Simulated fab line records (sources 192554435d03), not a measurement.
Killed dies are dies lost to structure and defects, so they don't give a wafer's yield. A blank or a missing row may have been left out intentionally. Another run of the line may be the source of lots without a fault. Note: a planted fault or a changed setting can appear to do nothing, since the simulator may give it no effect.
What tool caused it? || flow n5Finfet || at 1 step of a route of 1938, 12 lots with 36 wafers sampled

== WHAT THE GAUGES READ, wafer by wafer ==
N5_MOL_CONTACT_COAG_THK_MEAS_29.
{"lot": "L075", "measured": "day 5 08:19", "on": "filmMetro-02", "MD_CAP_THK (nm)": "17.88 18.02 17.95"}
{"lot": "L077", "measured": "day 5 21:55", "on": "filmMetro-01", "MD_CAP_THK (nm)": "17.80 17.89 17.85"}
{"lot": "L079", "measured": "day 6 04:23", "on": "filmMetro-01", "MD_CAP_THK (nm)": "17.96 17.99 17.92"}
{"lot": "L081", "measured": "day 6 20:09", "on": "filmMetro-01", "MD_CAP_THK (nm)": "17.90 17.88 17.88"}
{"lot": "L084", "measured": "day 7 09:27", "on": "filmMetro-02", "MD_CAP_THK (nm)": "17.76 17.88 17.99"}
{"lot": "L085", "measured": "day 7 20:28", "on": "filmMetro-02", "MD_CAP_THK (nm)": "17.90 17.96 18.01"}
{"lot": "L087", "measured": "day 8 06:03", "on": "filmMetro-01", "MD_CAP_THK (nm)": "17.97 17.94 17.86"}
{"lot": "L089", "measured": "day 8 20:32", "on": "filmMetro-01", "MD_CAP_THK (nm)": "17.92 17.96 17.95"}
{"lot": "L091", "measured": "day 9 05:31", "on": "filmMetro-01", "MD_CAP_THK (nm)": "17.77 17.97 17.88"}
{"lot": "L093", "measured": "day 9 23:08", "on": "filmMetro-01", "MD_CAP_THK (nm)": "17.89 17.88 17.88"}
{"lot": "L095", "measured": "day 10 10:17", "on": "filmMetro-02", "MD_CAP_THK (nm)": "17.86 18.00 17.95"}
{"lot": "L097", "measured": "day 11 05:19", "on": "filmMetro-01", "MD_CAP_THK (nm)": "17.83 17.85 17.83"}

== WHAT TOOL EACH LOT RAN ON (gives the tool, then ch and the chambers of the sampled wafers, and finally the start) ==
The record shows no process step preceding these readings.

== THE ANSWER, worked out from the rows above alone ==
Rule: the lots themselves supply what counts as usual. Put in order of their means at a reading, lots are off if they are a third of the lots or fewer, leave a main group of 4 or more, and stand apart from it by a gap of 3 or more times the standard deviation of the main group's means; of several such gaps the widest counts. A main group is skipped when, at the precision printed for the reading in the tables above, its means are all equal. A lot without any number at a reading at which 4 lots or more have one is off too. All remaining lots with rows at the step are treated as sound.
No lot is off on any of the readings shown, so nothing can be concluded from this.

== WHAT THE SIMULATOR PUT IN ==
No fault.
